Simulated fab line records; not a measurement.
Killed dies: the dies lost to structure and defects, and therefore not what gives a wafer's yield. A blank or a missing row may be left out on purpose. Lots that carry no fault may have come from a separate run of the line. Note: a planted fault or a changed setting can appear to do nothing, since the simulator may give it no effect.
Chamber matching    flow n5Finfet    rieDiel-04 running N5_BEOL_M11_DESCUM_33: 3 sister chambers
The step chemistry O2, time 7.9 s. 6 wafers are shown with their chamber, then 6 later ones without.

## WAFERS PAIRED WITH THEIR CHAMBERS
wafer   chamber  throttleValvePct (%)  showerheadPlenumPTorr (Torr)
L083.4  1        20.55                 2.11
L083.6  3        19.84                 2.12
L087.1  1        20.55                 2.10
L087.3  3        19.87                 2.12
L087.6  2        20.76                 1.98
L088.1  2        20.76                 1.98

## WAFERS WITH NO CHAMBER GIVEN
wafer   throttleValvePct (%)  showerheadPlenumPTorr (Torr)
L088.6  20.55                 2.10
L091.1  20.56                 2.10
L091.2  20.78                 1.98
L095.4  20.80                 1.98
L095.5  20.78                 1.97
L095.6  20.58                 2.10

## EACH ONE'S CHAMBER
wafer   from the rows above  in truth
L088.6  1                    1
L091.1  1                    1
L091.2  2                    2
L095.4  2                    2
L095.5  2                    2
L095.6  1                    1
Correct placement for 6 of the 6. Can't be placed from these rows: 0. Wrongly placed: 0.
How it was worked out, from the rows above alone: a wafer's distance from a chamber is the root of the sum, over the readings, of the square of ((its reading less the chamber's mean) divided by the reading's scatter). The wafer belongs to the nearest chamber; if the next one is less than 2 further off, it can't be placed. A chamber's mean is the mean of its shown wafers. The scatter: take each reading less its chamber's mean, square it, sum over the shown wafers, divide by the number of wafers less the number of chambers, and take the root.
